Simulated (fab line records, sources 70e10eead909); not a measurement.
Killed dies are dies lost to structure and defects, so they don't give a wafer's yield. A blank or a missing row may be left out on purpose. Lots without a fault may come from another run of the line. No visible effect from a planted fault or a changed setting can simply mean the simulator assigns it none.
Chamber matching / flow nand_harc / 4 sister chambers for NHARC_P_BONDPAD_CMP_32 on cmp-01
The step polishes SiCN, target thk 200 nm. 7 wafers are shown with their chamber, then 7 later ones without.

WAFERS WITH THEIR CHAMBER
wafer=L084.1; chamber=2; motor_current_A (A)=11.6; slurry_flow_ml_min=150.7
wafer=L084.5; chamber=0; motor_current_A (A)=14.4; slurry_flow_ml_min=150.2
wafer=L088.1; chamber=3; motor_current_A (A)=10.4; slurry_flow_ml_min=149.3
wafer=L088.4; chamber=1; motor_current_A (A)=12.3; slurry_flow_ml_min=151.3
wafer=L088.6; chamber=3; motor_current_A (A)=10.1; slurry_flow_ml_min=149.7
wafer=L089.2; chamber=1; motor_current_A (A)=12.6; slurry_flow_ml_min=149.1
wafer=L089.3; chamber=0; motor_current_A (A)=12.9; slurry_flow_ml_min=149.3

WAFERS WHOSE CHAMBER IS MISSING
wafer=L089.6; motor_current_A (A)=13.8; slurry_flow_ml_min=150.1
wafer=L087.1; motor_current_A (A)=13.3; slurry_flow_ml_min=149.6
wafer=L087.4; motor_current_A (A)=12.6; slurry_flow_ml_min=150.0
wafer=L087.6; motor_current_A (A)=12.6; slurry_flow_ml_min=149.4
wafer=L091.1; motor_current_A (A)=13.8; slurry_flow_ml_min=150.1
wafer=L091.2; motor_current_A (A)=13.0; slurry_flow_ml_min=149.4
wafer=L091.3; motor_current_A (A)=10.2; slurry_flow_ml_min=150.0

EACH ONE'S CHAMBER
wafer=L089.6; from the rows above=can't be placed: 0 or 1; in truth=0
wafer=L087.1; from the rows above=can't be placed: 0 or 1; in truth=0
wafer=L087.4; from the rows above=can't be placed: 1 or 0 or 2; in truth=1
wafer=L087.6; from the rows above=can't be placed: 1 or 0 or 2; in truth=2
wafer=L091.1; from the rows above=can't be placed: 0 or 1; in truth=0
wafer=L091.2; from the rows above=can't be placed: 0 or 1 or 2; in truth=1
wafer=L091.3; from the rows above=can't be placed: 3 or 2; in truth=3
Correctly placed: 0 of 7. Cannot be placed on the basis of these rows: 7; the candidates contain the true chamber in 7. Wrongly placed: 0.
How it was worked out, from the rows above alone: a wafer's distance from a chamber is the root of the sum, over the readings, of the square of ((its reading less the chamber's mean) divided by the reading's scatter). If the next closest chamber is less than 2 further off than the closest, the wafer can't be placed; otherwise it belongs to the closest. For every chamber, the mean is computed from those of its wafers that are shown. The scatter: the root of (the sum of the squares of (reading less its chamber's mean) over the shown wafers, divided by (wafers less chambers)).
